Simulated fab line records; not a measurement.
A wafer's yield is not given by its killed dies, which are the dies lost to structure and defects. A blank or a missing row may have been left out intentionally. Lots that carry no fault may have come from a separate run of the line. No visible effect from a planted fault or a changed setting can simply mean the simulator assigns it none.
Matching of chambers	flow n5Finfet	N5_FIN_SAQP_HM_OPEN_33 on rieDiel-04 has 4 sister chambers
The step chemistry CH3F/O2, target SiNx, target depth 49.4 nm, time 70.6 s. 14 wafers are shown with their chamber, then 7 later ones without.

== WAFERS WITH THEIR CHAMBER ==
wafer	chamber	showerheadPlenumPTorr (Torr)	drypumpMotorCurrentA (A)	rfFwdPowerW (W)
L075.2	3	2.07	5.1	392.2
L075.4	2	2.00	5.1	391.9
L075.5	3	2.07	5.1	392.0
L077.1	2	2.00	5.1	393.1
L077.4	1	1.96	5.5	389.3
L077.6	0	1.90	6.1	389.8
L084.4	1	1.96	5.5	389.8
L084.5	2	1.99	5.2	391.5
L084.6	0	1.89	6.1	390.0
L090.3	2	1.99	5.2	391.5
L090.5	1	1.96	5.6	389.0
L090.6	0	1.89	6.1	388.7
L092.1	1	1.95	5.6	391.3
L092.2	2	1.99	5.1	392.5

SIGNATURES (means of the wafers above)
reading	chamber 0	chamber 1	chamber 2	chamber 3	scatter within a chamber
showerheadPlenumPTorr	1.8933	1.9575	1.9940	2.0700	0.00512
drypumpMotorCurrentA	6.100	5.550	5.140	5.100	0.0469
rfFwdPowerW	389.500	389.850	392.100	392.100	0.778
Rule: for each reading, subtract the chamber's mean from the wafer's reading, divide by that reading's scatter and square the result; add these up over the readings and take the root, which gives the wafer's distance from the chamber. If the next closest chamber is less than 2 further off than the closest, the wafer can't be placed; otherwise it belongs to the closest. The scatter is the square root of a quotient: the sum, over the shown wafers, of each reading's squared deviation from its chamber's mean, divided by wafers minus chambers.

== WAFERS WITHOUT THEIR CHAMBER ==
wafer	showerheadPlenumPTorr (Torr)	drypumpMotorCurrentA (A)	rfFwdPowerW (W)
L092.5	2.05	5.1	390.9
L093.1	1.88	6.1	390.4
L093.4	1.99	5.2	391.0
L093.5	1.88	6.1	390.9
L097.3	2.05	5.1	390.9
L097.4	1.95	5.5	387.8
L097.5	1.98	5.2	390.8

== THE CHAMBER EACH PASSED THROUGH ==
wafer	from the rows above	in truth
L092.5	3	3
L093.1	0	0
L093.4	2	2
L093.5	0	0
L097.3	3	3
L097.4	1	1
L097.5	2	2
Placed correctly: 7 of 7. Left unplaced by these rows: 0. Wrongly placed: 0.
